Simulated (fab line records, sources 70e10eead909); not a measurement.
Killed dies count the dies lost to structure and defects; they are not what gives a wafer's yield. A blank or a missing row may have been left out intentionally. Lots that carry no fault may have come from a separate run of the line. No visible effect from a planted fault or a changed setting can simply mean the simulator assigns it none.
fab line records :: flow nand-harc
record
  lots=5
  wafers=14
  last-day=33
route steps=1302 shown A_M1@1179
lots that met no fault: taken from a fault-free run of the same line
start-h: the number of hours between the record's first day and the start of the first shown wafer of the lot :: wait-h: hours from the lot's prior step to this one :: " unchanged from the row above :: L1.1+2: one row covering several wafers at once :: - either no value or no given start :: * or withheld: withheld :: < > ~ a bound
route shown NAME@n: a module of which the file shows steps, and the number in the route of the first :: usual: mean/standard deviation of fault-free wafers :: same: alike in all rows :: chamber/n: place in a boat :: sites: readings site by site :: _std_site: how widely they spread, as a standard deviation :: _edge_site: the outer-site mean with the inner-site mean subtracted :: radius-mm: for every site, how far away it sits from the centre of the wafer :: mask NAME#n: copy n :: behind: tool/chamber where the wafer was last shaped :: hold: what put the lot on hold/how long, in hours/how the hold closed :: device: names the non-switching transistor (n, p or np) :: end of line: the route-end tests of the same wafers :: a step without rows: its recipe alone :: killed: dies that structure and defects cost at the first sort, which is not the same as the wafer's yield :: map: the dies of a wafer, with x for killed, . for not killed, _ for no die there
set.NAME: setting as actually run; set.NAME@STEP: the setting as run at that earlier step :: model.NAME: the simulator's own value behind a step, which no gauge read
certain route steps with their lots: each step a table, each wafer a row
services: the hour from which a tool's chamber was out of use, counted from the record's first day as start-h (under 0 if before that day), plus the number of hours and why
## steps
# step NHARC_A_M1_CD_MEAS_09
# recipe
  target-cd-nm=120
  landing-energy-ev=500
# usual
  cd-nm=120.0/0.51
lot.wafer: L459.1
tool: cd-sem-03
chamber: 0
start-h: 623.17
wait-h: -
cd-nm: 119.9

lot.wafer: L459.2
tool: cd-sem-03
chamber: 0
start-h: 623.17
wait-h: -
cd-nm: 119.5

lot.wafer: L459.5
tool: cd-sem-03
chamber: 0
start-h: 623.17
wait-h: -
cd-nm: 120.0

lot.wafer: L462.2
tool: cd-sem-02
chamber: 0
start-h: 677.74
wait-h: -
cd-nm: 120.4

lot.wafer: L462.3
tool: cd-sem-02
chamber: 0
start-h: 677.74
wait-h: -
cd-nm: 120.2

lot.wafer: L462.4
tool: cd-sem-02
chamber: 0
start-h: 677.74
wait-h: -
cd-nm: 120.3

lot.wafer: L467.1
tool: cd-sem-02
chamber: 0
start-h: 715.14
wait-h: -
cd-nm: 120.5

lot.wafer: L467.3
tool: cd-sem-02
chamber: 0
start-h: 715.14
wait-h: -
cd-nm: 120.5

lot.wafer: L469.1
tool: cd-sem-02
chamber: 0
start-h: 728.73
wait-h: -
cd-nm: 120.8

lot.wafer: L469.5
tool: cd-sem-02
chamber: 0
start-h: 728.73
wait-h: -
cd-nm: 120.9

lot.wafer: L469.6
tool: cd-sem-02
chamber: 0
start-h: 728.73
wait-h: -
cd-nm: 120.3

lot.wafer: L471.3
tool: cd-sem-01
chamber: 0
start-h: 750.21
wait-h: -
cd-nm: 119.7

lot.wafer: L471.4
tool: cd-sem-01
chamber: 0
start-h: 750.21
wait-h: -
cd-nm: 119.8

lot.wafer: L471.6
tool: cd-sem-01
chamber: 0
start-h: 750.21
wait-h: -
cd-nm: 119.4
# step NHARC_A_M1_OVL_MEAS_10
# recipe
  pitch-nm=240
# usual
  overlay-x-nm=0.1/0.68
  overlay-y-nm=-0.2/0.85
lot.wafer: L459.1
tool: overlay-02
chamber: -
start-h: 623.26
wait-h: -
overlay-x-nm: -0.3
overlay-y-nm: 1.6

lot.wafer: L459.2
tool: overlay-02
chamber: -
start-h: 623.26
wait-h: -
overlay-x-nm: -0.3
overlay-y-nm: 1.4

lot.wafer: L459.5
tool: overlay-02
chamber: -
start-h: 623.26
wait-h: -
overlay-x-nm: -0.1
overlay-y-nm: 1.8

lot.wafer: L462.2
tool: overlay-01
chamber: -
start-h: 677.83
wait-h: -
overlay-x-nm: 0.1
overlay-y-nm: 0.0

lot.wafer: L462.3
tool: overlay-01
chamber: -
start-h: 677.83
wait-h: -
overlay-x-nm: 0.3
overlay-y-nm: 0.4

lot.wafer: L462.4
tool: overlay-01
chamber: -
start-h: 677.83
wait-h: -
overlay-x-nm: -0.4
overlay-y-nm: 0.5

lot.wafer: L467.1
tool: overlay-01
chamber: -
start-h: 715.23
wait-h: -
overlay-x-nm: 0.6
overlay-y-nm: 0.2

lot.wafer: L467.3
tool: overlay-01
chamber: -
start-h: 715.23
wait-h: -
overlay-x-nm: 0.4
overlay-y-nm: 0.3

lot.wafer: L469.1
tool: overlay-02
chamber: -
start-h: 728.82
wait-h: -
overlay-x-nm: -0.5
overlay-y-nm: -0.8

lot.wafer: L469.5
tool: overlay-02
chamber: -
start-h: 728.82
wait-h: -
overlay-x-nm: -0.2
overlay-y-nm: -1.1

lot.wafer: L469.6
tool: overlay-02
chamber: -
start-h: 728.82
wait-h: -
overlay-x-nm: -0.6
overlay-y-nm: -0.1

lot.wafer: L471.3
tool: overlay-02
chamber: -
start-h: 750.29
wait-h: -
overlay-x-nm: -0.8
overlay-y-nm: 0.1

lot.wafer: L471.4
tool: overlay-02
chamber: -
start-h: 750.29
wait-h: -
overlay-x-nm: 0.0
overlay-y-nm: 0.4

lot.wafer: L471.6
tool: overlay-02
chamber: -
start-h: 750.29
wait-h: -
overlay-x-nm: 0.2
overlay-y-nm: 0.4
# step NHARC_A_M1_INSPECT_11
# usual
  raw-defect-count=83/43
lot.wafer: L459.1
tool: defect-inspect-02
chamber: -
start-h: 623.30
wait-h: 0.0
raw-defect-count: 116

lot.wafer: L459.2
tool: defect-inspect-02
chamber: -
start-h: 623.30
wait-h: 0.0
raw-defect-count: 129

lot.wafer: L459.5
tool: defect-inspect-02
chamber: -
start-h: 623.30
wait-h: 0.0
raw-defect-count: 114

lot.wafer: L462.2
tool: defect-inspect-01
chamber: -
start-h: 677.86
wait-h: 0.0
raw-defect-count: 122

lot.wafer: L462.3
tool: defect-inspect-01
chamber: -
start-h: 677.86
wait-h: 0.0
raw-defect-count: 153

lot.wafer: L462.4
tool: defect-inspect-01
chamber: -
start-h: 677.86
wait-h: 0.0
raw-defect-count: 143

lot.wafer: L467.1
tool: defect-inspect-01
chamber: -
start-h: 715.26
wait-h: 0.0
raw-defect-count: 99

lot.wafer: L467.3
tool: defect-inspect-01
chamber: -
start-h: 715.26
wait-h: 0.0
raw-defect-count: 105

lot.wafer: L469.1
tool: defect-inspect-02
chamber: -
start-h: 728.86
wait-h: 0.0
raw-defect-count: 68

lot.wafer: L469.5
tool: defect-inspect-02
chamber: -
start-h: 728.86
wait-h: 0.0
raw-defect-count: 73

lot.wafer: L469.6
tool: defect-inspect-02
chamber: -
start-h: 728.86
wait-h: 0.0
raw-defect-count: 77

lot.wafer: L471.3
tool: defect-inspect-01
chamber: -
start-h: 750.33
wait-h: 0.0
raw-defect-count: 126

lot.wafer: L471.4
tool: defect-inspect-01
chamber: -
start-h: 750.33
wait-h: 0.0
raw-defect-count: 147

lot.wafer: L471.6
tool: defect-inspect-01
chamber: -
start-h: 750.33
wait-h: 0.0
raw-defect-count: 118
# step NHARC_A_M1_DESCUM_14
# recipe
  time-s=3
  o2-flow-sccm=200
  ar-flow-sccm=0
  bias-power-w=0
  chemistry=O2
# usual
  drypump-motor-current-A=5.7/0.49
  oes-product-au=1.001/0.0079
  rf-vpp-V=57.6/0.88
  showerhead-plenum-p-Torr=1.90/0.066
  throttle-valve-pct=11.312/0.0091
# same
  time-s=3
lot.wafer: L459.1
tool: rie-diel-07
chamber: 0
start-h: 623.37
wait-h: 0.1
drypump-motor-current-A: 6.3
oes-product-au: 1.005
rf-hours-counter-h: 9.4
rf-vpp-V: 56.7
showerhead-plenum-p-Torr: 1.81
throttle-valve-pct: 11.312

lot.wafer: L459.2
tool: rie-diel-07
chamber: 1
start-h: 623.37
wait-h: 0.1
drypump-motor-current-A: 6.1
oes-product-au: 0.996
rf-hours-counter-h: 7.8
rf-vpp-V: 57.7
showerhead-plenum-p-Torr: 1.86
throttle-valve-pct: 11.302

lot.wafer: L459.5
tool: rie-diel-07
chamber: 2
start-h: 623.37
wait-h: 0.1
drypump-motor-current-A: 4.9
oes-product-au: 0.999
rf-hours-counter-h: -
rf-vpp-V: 58.1
showerhead-plenum-p-Torr: 1.91
throttle-valve-pct: 11.315

lot.wafer: L462.3
tool: rie-diel-01
chamber: 0
start-h: 677.92
wait-h: 0.1
drypump-motor-current-A: 5.5
oes-product-au: 0.995
rf-hours-counter-h: 5.8
rf-vpp-V: 58.0
showerhead-plenum-p-Torr: 1.84
throttle-valve-pct: 11.318

lot.wafer: L462.4
tool: rie-diel-01
chamber: 1
start-h: 677.92
wait-h: 0.1
drypump-motor-current-A: 5.7
oes-product-au: 1.012
rf-hours-counter-h: 6.6
rf-vpp-V: 58.1
showerhead-plenum-p-Torr: 1.97
throttle-valve-pct: 11.308

lot.wafer: L462.2
tool: rie-diel-01
chamber: 3
start-h: 677.92
wait-h: 0.1
drypump-motor-current-A: 6.5
oes-product-au: 0.997
rf-hours-counter-h: 6.3
rf-vpp-V: 59.5
showerhead-plenum-p-Torr: 1.89
throttle-valve-pct: 11.310

lot.wafer: L467.3
tool: rie-diel-02
chamber: 2
start-h: 715.33
wait-h: 0.1
drypump-motor-current-A: 5.3
oes-product-au: 1.004
rf-hours-counter-h: 3.7
rf-vpp-V: 57.3
showerhead-plenum-p-Torr: 1.89
throttle-valve-pct: 11.309

lot.wafer: L467.1
tool: rie-diel-02
chamber: 3
start-h: 715.33
wait-h: 0.1
drypump-motor-current-A: 5.8
oes-product-au: 1.023
rf-hours-counter-h: 3.1
rf-vpp-V: 57.1
showerhead-plenum-p-Torr: 1.88
throttle-valve-pct: 11.308

lot.wafer: L469.1
tool: rie-diel-02
chamber: 2
start-h: 728.94
wait-h: 0.1
drypump-motor-current-A: 5.3
oes-product-au: 0.995
rf-hours-counter-h: 3.8
rf-vpp-V: 57.3
showerhead-plenum-p-Torr: 1.89
throttle-valve-pct: 11.309

lot.wafer: L469.6
tool: rie-diel-02
chamber: 3
start-h: 728.94
wait-h: 0.1
drypump-motor-current-A: 5.8
oes-product-au: 1.003
rf-hours-counter-h: -
rf-vpp-V: 58.6
showerhead-plenum-p-Torr: 1.88
throttle-valve-pct: 11.321

lot.wafer: L469.5
tool: rie-diel-02
chamber: 0
start-h: 728.94
wait-h: 0.1
drypump-motor-current-A: 6.4
oes-product-au: 0.993
rf-hours-counter-h: -
rf-vpp-V: 56.4
showerhead-plenum-p-Torr: 1.86
throttle-valve-pct: 11.322

lot.wafer: L471.4
tool: rie-diel-01
chamber: 0
start-h: 750.39
wait-h: 0.1
drypump-motor-current-A: 5.4
oes-product-au: 0.997
rf-hours-counter-h: 0.2
rf-vpp-V: 56.6
showerhead-plenum-p-Torr: 1.83
throttle-valve-pct: 11.308

lot.wafer: L471.3
tool: rie-diel-01
chamber: 2
start-h: 750.39
wait-h: 0.1
drypump-motor-current-A: 5.2
oes-product-au: 0.989
rf-hours-counter-h: 0.1
rf-vpp-V: 58.3
showerhead-plenum-p-Torr: 1.82
throttle-valve-pct: 11.307

lot.wafer: L471.6
tool: rie-diel-01
chamber: 1
start-h: 750.39
wait-h: 0.1
drypump-motor-current-A: 5.8
oes-product-au: 0.998
rf-hours-counter-h: -
rf-vpp-V: 59.9
showerhead-plenum-p-Torr: 1.97
throttle-valve-pct: 11.308
# step NHARC_A_M1_ETCH_35
# recipe
  target-depth-a=400
  overetch-a=120
  time-s=43.94
  ion-energy-ev=200
  n2-flow-sccm=150
  h2-flow-sccm=150
  ar-flow-sccm=0
  rf-w=400
  bias-w=150
  chemistry=N2/H2
# usual
  drypump-motor-current-A=5.7/0.49
  oes-product-au=1.001/0.007
  rf-vpp-V=430.1/2.2
  showerhead-plenum-p-Torr=2.02/0.074
  throttle-valve-pct=14.172/0.009
# same
  time-s=43.94
lot.wafer: L459.2
tool: rie-diel-07
chamber: 3
start-h: 623.45
wait-h: 0.1
drypump-motor-current-A: 5.8
oes-product-au: 0.995
rf-hours-counter-h: 9.2
rf-vpp-V: 433.4
showerhead-plenum-p-Torr: 2.14
throttle-valve-pct: 14.170

lot.wafer: L459.1
tool: rie-diel-07
chamber: 1
start-h: 623.45
wait-h: 0.1
drypump-motor-current-A: 6.1
oes-product-au: 0.995
rf-hours-counter-h: 7.8
rf-vpp-V: 431.1
showerhead-plenum-p-Torr: 1.98
throttle-valve-pct: 14.163

lot.wafer: L459.5
tool: rie-diel-07
chamber: 2
start-h: 623.45
wait-h: 0.1
drypump-motor-current-A: 5.0
oes-product-au: 0.998
rf-hours-counter-h: -
rf-vpp-V: 431.7
showerhead-plenum-p-Torr: 2.04
throttle-valve-pct: 14.172

lot.wafer: L462.4
tool: rie-diel-01
chamber: 1
start-h: 678.01
wait-h: 0.1
drypump-motor-current-A: 5.8
oes-product-au: 1.008
rf-hours-counter-h: 6.6
rf-vpp-V: 431.2
showerhead-plenum-p-Torr: 2.10
throttle-valve-pct: 14.182

lot.wafer: L462.3
tool: rie-diel-01
chamber: 2
start-h: 678.01
wait-h: 0.1
drypump-motor-current-A: 5.2
oes-product-au: 1.011
rf-hours-counter-h: 6.3
rf-vpp-V: 428.3
showerhead-plenum-p-Torr: 1.94
throttle-valve-pct: 14.190

lot.wafer: L462.2
tool: rie-diel-01
chamber: 0
start-h: 678.01
wait-h: 0.1
drypump-motor-current-A: 5.5
oes-product-au: 0.990
rf-hours-counter-h: 5.8
rf-vpp-V: 426.4
showerhead-plenum-p-Torr: 1.95
throttle-valve-pct: 14.166

lot.wafer: L467.3
tool: rie-diel-02
chamber: 3
start-h: 715.42
wait-h: 0.1
drypump-motor-current-A: 5.8
oes-product-au: 1.008
rf-hours-counter-h: 3.1
rf-vpp-V: 429.5
showerhead-plenum-p-Torr: 2.00
throttle-valve-pct: 14.164

lot.wafer: L467.1
tool: rie-diel-02
chamber: 1
start-h: 715.42
wait-h: 0.1
drypump-motor-current-A: 5.1
oes-product-au: 0.999
rf-hours-counter-h: 4.4
rf-vpp-V: 433.2
showerhead-plenum-p-Torr: 2.17
throttle-valve-pct: 14.169

lot.wafer: L469.1
tool: rie-diel-02
chamber: 2
start-h: 729.01
wait-h: 0.1
drypump-motor-current-A: 5.3
oes-product-au: 1.002
rf-hours-counter-h: 3.8
rf-vpp-V: 430.3
showerhead-plenum-p-Torr: 2.01
throttle-valve-pct: 14.173

lot.wafer: L469.6
tool: rie-diel-02
chamber: 0
start-h: 729.01
wait-h: 0.1
drypump-motor-current-A: 6.3
oes-product-au: 0.999
rf-hours-counter-h: -
rf-vpp-V: 428.4
showerhead-plenum-p-Torr: 1.98
throttle-valve-pct: 14.177

lot.wafer: L469.5
tool: rie-diel-02
chamber: 1
start-h: 729.01
wait-h: 0.1
drypump-motor-current-A: 5.2
oes-product-au: 1.005
rf-hours-counter-h: -
rf-vpp-V: 433.4
showerhead-plenum-p-Torr: 2.17
throttle-valve-pct: 14.161

lot.wafer: L471.4
tool: rie-diel-01
chamber: 3
start-h: 750.47
wait-h: 0.1
drypump-motor-current-A: 6.5
oes-product-au: 0.991
rf-hours-counter-h: 0.2
rf-vpp-V: 428.9
showerhead-plenum-p-Torr: 2.01
throttle-valve-pct: 14.158

lot.wafer: L471.3
tool: rie-diel-01
chamber: 2
start-h: 750.47
wait-h: 0.1
drypump-motor-current-A: 5.2
oes-product-au: 0.992
rf-hours-counter-h: 0.1
rf-vpp-V: 425.8
showerhead-plenum-p-Torr: 1.94
throttle-valve-pct: 14.163

lot.wafer: L471.6
tool: rie-diel-01
chamber: 0
start-h: 750.47
wait-h: 0.1
drypump-motor-current-A: 5.5
oes-product-au: 0.987
rf-hours-counter-h: -
rf-vpp-V: 428.7
showerhead-plenum-p-Torr: 1.95
throttle-valve-pct: 14.189
# step NHARC_A_M1_ETCH_15
# recipe
  target-depth-a=1825
  time-s=91.2
  c4f8-flow-sccm=withheld
  ar-flow-sccm=400
  rf-w=600
  bias-w=300
  chemistry=C4F8/Ar
# usual
  oes-product-au=0.956/0.021
  rf-vpp-V=440.4/2.3
# same
  time-s=91.2
lot.wafer: L459.2
tool: rie-diel-07
chamber: 1
start-h: -
wait-h: -
oes-product-au: 0.977
rf-hours-counter-h: 7.8
rf-vpp-V: 440.0

lot.wafer: L459.1
tool: rie-diel-07
chamber: 2
start-h: -
wait-h: -
oes-product-au: 0.944
rf-hours-counter-h: 10.2
rf-vpp-V: 442.3

lot.wafer: L459.5
tool: rie-diel-07
chamber: 0
start-h: -
wait-h: -
oes-product-au: 0.978
rf-hours-counter-h: -
rf-vpp-V: 437.1

lot.wafer: L462.3
tool: rie-diel-01
chamber: 0
start-h: -
wait-h: -
oes-product-au: 0.964
rf-hours-counter-h: 5.8
rf-vpp-V: 439.7

lot.wafer: L462.2
tool: rie-diel-01
chamber: 1
start-h: -
wait-h: -
oes-product-au: 0.979
rf-hours-counter-h: 6.6
rf-vpp-V: 442.4

lot.wafer: L462.4
tool: rie-diel-01
chamber: 2
start-h: -
wait-h: -
oes-product-au: 0.994
rf-hours-counter-h: 6.3
rf-vpp-V: 437.7

lot.wafer: L467.3
tool: rie-diel-02
chamber: 3
start-h: -
wait-h: -
oes-product-au: 0.957
rf-hours-counter-h: 3.1
rf-vpp-V: 439.7

lot.wafer: L467.1
tool: rie-diel-02
chamber: 0
start-h: -
wait-h: -
oes-product-au: 0.980
rf-hours-counter-h: 3.8
rf-vpp-V: 438.1

lot.wafer: L469.1
tool: rie-diel-02
chamber: 2
start-h: -
wait-h: -
oes-product-au: 0.926
rf-hours-counter-h: 3.8
rf-vpp-V: 440.4

lot.wafer: L469.6
tool: rie-diel-02
chamber: 2
start-h: -
wait-h: -
oes-product-au: 0.927
rf-hours-counter-h: -
rf-vpp-V: 440.5

lot.wafer: L469.5
tool: rie-diel-02
chamber: 3
start-h: -
wait-h: -
oes-product-au: 0.927
rf-hours-counter-h: -
rf-vpp-V: 437.8

lot.wafer: L471.3
tool: rie-diel-01
chamber: 3
start-h: -
wait-h: -
oes-product-au: 0.965
rf-hours-counter-h: 0.2
rf-vpp-V: 441.4

lot.wafer: L471.4
tool: rie-diel-01
chamber: 1
start-h: -
wait-h: -
oes-product-au: 0.957
rf-hours-counter-h: 0.1
rf-vpp-V: 443.1

lot.wafer: L471.6
tool: rie-diel-01
chamber: 2
start-h: -
wait-h: -
oes-product-au: 0.963
rf-hours-counter-h: -
rf-vpp-V: 438.2
# step NHARC_A_M1_CD_MEAS_16
# usual
  cd-nm=120.0/0.61
lot.wafer: L459.1
tool: cd-sem-01
chamber: -
start-h: 623.66
wait-h: -
cd-nm: 120.0

lot.wafer: L459.2
tool: cd-sem-01
chamber: -
start-h: 623.66
wait-h: -
cd-nm: 119.0

lot.wafer: L459.5
tool: cd-sem-01
chamber: -
start-h: 623.66
wait-h: -
cd-nm: 119.3

lot.wafer: L462.2
tool: cd-sem-01
chamber: -
start-h: 678.23
wait-h: -
cd-nm: 120.1

lot.wafer: L462.3
tool: cd-sem-01
chamber: -
start-h: 678.23
wait-h: -
cd-nm: 119.6

lot.wafer: L462.4
tool: cd-sem-01
chamber: -
start-h: 678.23
wait-h: -
cd-nm: 120.3

lot.wafer: L467.1
tool: cd-sem-02
chamber: -
start-h: 715.65
wait-h: -
cd-nm: 120.6

lot.wafer: L467.3
tool: cd-sem-02
chamber: -
start-h: 715.65
wait-h: -
cd-nm: 121.1

lot.wafer: L469.1
tool: cd-sem-01
chamber: -
start-h: 729.22
wait-h: -
cd-nm: 120.4

lot.wafer: L469.5
tool: cd-sem-01
chamber: -
start-h: 729.22
wait-h: -
cd-nm: 121.0

lot.wafer: L469.6
tool: cd-sem-01
chamber: -
start-h: 729.22
wait-h: -
cd-nm: 120.0

lot.wafer: L471.3
tool: cd-sem-01
chamber: -
start-h: 750.70
wait-h: -
cd-nm: 118.9

lot.wafer: L471.4
tool: cd-sem-01
chamber: -
start-h: 750.70
wait-h: -
cd-nm: 120.3

lot.wafer: L471.6
tool: cd-sem-01
chamber: -
start-h: 750.70
wait-h: -
cd-nm: 119.6
# step NHARC_A_M1_STRIP_18
# recipe
  power-w=1000
  n2-flow-sccm=150
  h2-flow-sccm=150
  ar-flow-sccm=0
  bias-w=0
  chemistry=N2/H2
# step NHARC_A_M1_ETCH_28
# recipe
  target-depth-a=300
  over-etch-frac=0.3
  time-s=72.99
  ion-energy-ev=150
  cf4-flow-sccm=50
  n2-flow-sccm=100
  ar-flow-sccm=150
  rf-w=300
  bias-w=100
  chemistry=CF4/N2
# step NHARC_A_M1_STRIP_19
# recipe
  time-s=600
  temp-c=30
  chemistry=post-etch-residue-remover
# step NHARC_A_M1_DEGAS_29
# recipe
  temp-c=250
  time-s=60
# usual
  heater-power-w=367/26
# same
  time-s=60
lot.wafer: L459.1
tool: pvd-sputter-03
chamber: -
start-h: 624.45
wait-h: -
heater-power-w: 361

lot.wafer: L459.2
tool: pvd-sputter-03
chamber: -
start-h: 624.45
wait-h: -
heater-power-w: 357

lot.wafer: L459.5
tool: pvd-sputter-03
chamber: -
start-h: 624.45
wait-h: -
heater-power-w: 381

lot.wafer: L462.2
tool: pvd-sputter-01
chamber: -
start-h: 678.94
wait-h: -
heater-power-w: 401

lot.wafer: L462.4
tool: pvd-sputter-01
chamber: -
start-h: 678.94
wait-h: -
heater-power-w: 358

lot.wafer: L462.3
tool: pvd-sputter-01
chamber: -
start-h: 678.94
wait-h: -
heater-power-w: 405

lot.wafer: L467.3
tool: pvd-sputter-01
chamber: -
start-h: 716.38
wait-h: -
heater-power-w: 404

lot.wafer: L467.1
tool: pvd-sputter-01
chamber: -
start-h: 716.38
wait-h: -
heater-power-w: 401

lot.wafer: L469.1
tool: pvd-sputter-03
chamber: -
start-h: 729.94
wait-h: -
heater-power-w: 369

lot.wafer: L469.6
tool: pvd-sputter-03
chamber: -
start-h: 729.94
wait-h: -
heater-power-w: 357

lot.wafer: L469.5
tool: pvd-sputter-03
chamber: -
start-h: 729.94
wait-h: -
heater-power-w: 346

lot.wafer: L471.4
tool: pvd-sputter-02
chamber: -
start-h: 751.42
wait-h: -
heater-power-w: 383

lot.wafer: L471.3
tool: pvd-sputter-02
chamber: -
start-h: 751.42
wait-h: -
heater-power-w: 301

lot.wafer: L471.6
tool: pvd-sputter-02
chamber: -
start-h: 751.42
wait-h: -
heater-power-w: 364
# step NHARC_A_M1_PRE_CLEAN_30
# recipe
  time-s=30
  temp-c=280
  gas=H2/He
# step NHARC_A_M1_PVD_20
# recipe
  target-thk-a=50
  bias-v=168.6
  power-w=15000
  chamber-pressure-pa=0.12
  time-s=8.06
  substrate-temp-c=50
  material=TaN
# usual
  throttle-valve-pct=29.9/1.2
  time-s=8.06/0
lot.wafer: L459.2
tool: pvd-sputter-03
chamber: -
start-h: 624.55
wait-h: -
throttle-valve-pct: 29.3
time-s: 8.06

lot.wafer: L459.1
tool: pvd-sputter-03
chamber: -
start-h: 624.55
wait-h: -
throttle-valve-pct: 29.4
time-s: 8.06

lot.wafer: L459.5
tool: pvd-sputter-03
chamber: -
start-h: 624.55
wait-h: -
throttle-valve-pct: 29.4
time-s: 8.06

lot.wafer: L462.3
tool: pvd-sputter-01
chamber: -
start-h: 679.07
wait-h: -
throttle-valve-pct: 30.7
time-s: 8.06

lot.wafer: L462.2
tool: pvd-sputter-01
chamber: -
start-h: 679.07
wait-h: -
throttle-valve-pct: 31.4
time-s: 8.06

lot.wafer: L462.4
tool: pvd-sputter-01
chamber: -
start-h: 679.07
wait-h: -
throttle-valve-pct: 29.3
time-s: 8.06

lot.wafer: L467.3
tool: pvd-sputter-01
chamber: -
start-h: 716.50
wait-h: -
throttle-valve-pct: 29.6
time-s: 2.9373

lot.wafer: L467.1
tool: pvd-sputter-01
chamber: -
start-h: 716.50
wait-h: -
throttle-valve-pct: 30.8
time-s: 8.06

lot.wafer: L469.1
tool: pvd-sputter-03
chamber: -
start-h: 730.09
wait-h: -
throttle-valve-pct: 29.8
time-s: 8.06

lot.wafer: L469.6
tool: pvd-sputter-03
chamber: -
start-h: 730.09
wait-h: -
throttle-valve-pct: 29.0
time-s: 8.06

lot.wafer: L469.5
tool: pvd-sputter-03
chamber: -
start-h: 730.09
wait-h: -
throttle-valve-pct: 29.7
time-s: 8.06

lot.wafer: L471.3
tool: pvd-sputter-02
chamber: -
start-h: 751.53
wait-h: -
throttle-valve-pct: 31.6
time-s: 8.06

lot.wafer: L471.4
tool: pvd-sputter-02
chamber: -
start-h: 751.53
wait-h: -
throttle-valve-pct: 30.6
time-s: 8.06

lot.wafer: L471.6
tool: pvd-sputter-02
chamber: -
start-h: 751.53
wait-h: -
throttle-valve-pct: 31.7
time-s: 8.06
# step NHARC_A_M1_PVD_21
# recipe
  target-thk-a=300
  chamber-pressure-pa=5
  power-w=5000
  substrate-temp-c=30
  time-s=20.49
  material=Cu
# usual
  throttle-valve-pct=29.9/1.2
  time-s=20.49/0
lot.wafer: L459.1
tool: pvd-sputter-03
chamber: -
start-h: -
wait-h: -
throttle-valve-pct: 28.7
time-s: 20.49

lot.wafer: L459.2
tool: pvd-sputter-03
chamber: -
start-h: -
wait-h: -
throttle-valve-pct: 29.3
time-s: 20.49

lot.wafer: L459.5
tool: pvd-sputter-03
chamber: -
start-h: -
wait-h: -
throttle-valve-pct: 29.2
time-s: 20.49

lot.wafer: L462.4
tool: pvd-sputter-01
chamber: -
start-h: -
wait-h: -
throttle-valve-pct: 27.9
time-s: 20.49

lot.wafer: L462.3
tool: pvd-sputter-01
chamber: -
start-h: -
wait-h: -
throttle-valve-pct: 31.0
time-s: 20.49

lot.wafer: L462.2
tool: pvd-sputter-01
chamber: -
start-h: -
wait-h: -
throttle-valve-pct: 29.2
time-s: 20.49

lot.wafer: L467.3
tool: pvd-sputter-01
chamber: -
start-h: -
wait-h: -
throttle-valve-pct: 29.5
time-s: 20.49

lot.wafer: L467.1
tool: pvd-sputter-01
chamber: -
start-h: -
wait-h: -
throttle-valve-pct: 28.1
time-s: 20.49

lot.wafer: L469.1
tool: pvd-sputter-03
chamber: -
start-h: -
wait-h: -
throttle-valve-pct: 29.5
time-s: 20.49

lot.wafer: L469.6
tool: pvd-sputter-03
chamber: -
start-h: -
wait-h: -
throttle-valve-pct: 29.7
time-s: 20.49

lot.wafer: L469.5
tool: pvd-sputter-03
chamber: -
start-h: -
wait-h: -
throttle-valve-pct: 29.5
time-s: 20.49

lot.wafer: L471.4
tool: pvd-sputter-02
chamber: -
start-h: -
wait-h: -
throttle-valve-pct: 30.6
time-s: 20.49

lot.wafer: L471.3
tool: pvd-sputter-02
chamber: -
start-h: -
wait-h: -
throttle-valve-pct: 28.6
time-s: 20.49

lot.wafer: L471.6
tool: pvd-sputter-02
chamber: -
start-h: -
wait-h: -
throttle-valve-pct: 28.9
time-s: 20.49
## services
tool: rie-diel-07
chamber: 1
start-h: 614.71
hours: 5.5
kind: repair

tool: rie-diel-01
chamber: 0
start-h: 615.80
hours: -
kind: clean

tool: rie-diel-01
chamber: 1
start-h: 615.80
hours: -
kind: clean

tool: rie-diel-01
chamber: 2
start-h: 615.80
hours: -
kind: clean

tool: rie-diel-01
chamber: 3
start-h: 615.80
hours: -
kind: clean

tool: rie-diel-02
chamber: 3
start-h: 620.46
hours: 6.7
kind: repair

tool: rie-diel-01
chamber: 3
start-h: 624.05
hours: 5.0
kind: repair

tool: rie-diel-01
chamber: 1
start-h: 625.60
hours: 4.1
kind: repair

tool: rie-diel-01
chamber: 0
start-h: 640.30
hours: -
kind: clean

tool: rie-diel-01
chamber: 1
start-h: 640.30
hours: -
kind: clean

tool: rie-diel-01
chamber: 2
start-h: 640.30
hours: -
kind: clean

tool: rie-diel-01
chamber: 3
start-h: 640.30
hours: -
kind: clean

tool: pvd-sputter-02
chamber: -
start-h: 642.53
hours: 10.0
kind: pm

tool: rie-diel-07
chamber: -
start-h: 648.20
hours: 9.0
kind: pm

tool: rie-diel-01
chamber: 0
start-h: 652.84
hours: 15.8
kind: repair

tool: pvd-sputter-03
chamber: -
start-h: 674.29
hours: 7.3
kind: repair

tool: rie-diel-02
chamber: 2
start-h: 687.50
hours: 4.1
kind: repair

tool: pvd-sputter-03
chamber: -
start-h: 704.04
hours: 10.0
kind: pm

tool: rie-diel-07
chamber: 3
start-h: 709.68
hours: 1.7
kind: repair

tool: rie-diel-02
chamber: 2
start-h: 730.79
hours: 4.7
kind: repair

tool: rie-diel-01
chamber: -
start-h: 734.80
hours: 9.0
kind: pm

tool: rie-diel-07
chamber: 3
start-h: 736.24
hours: 5.4
kind: repair

tool: rie-diel-01
chamber: -
start-h: 745.47
hours: 1.7
kind: repair

tool: rie-diel-02
chamber: -
start-h: 747.74
hours: 9.0
kind: pm
## key
first-sign
  step=NHARC_A_M1_PVD_20
  reading=time-s
  direction=down
  sigmas=99+
  usual=*
  struck=*
effect none on later readings
met-at NHARC_A_M1_PVD_20
struck-wafers L467.3
later-rows-left-out L467.3
sort-left-out L467.3
onset-between 679.07 716.50
fault
  kind=process-parameter-drift
  tool=pvd-sputter-01
  chamber=-
  onset-h=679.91
  steps=NHARC_A_M1_PVD_20
  channel=time-s
  offset=*
  shape=step
  acts-in=*
  stated=*
  scope=struck-wafers-only
# sort-left-out: the simulated sort isn't trusted on such a fault, so these wafers' sort isn't shown, and their yield isn't known
# later-rows-left-out: the simulator's readings of these wafers behind a module that went badly wrong aren't trusted and aren't shown, but for the sort
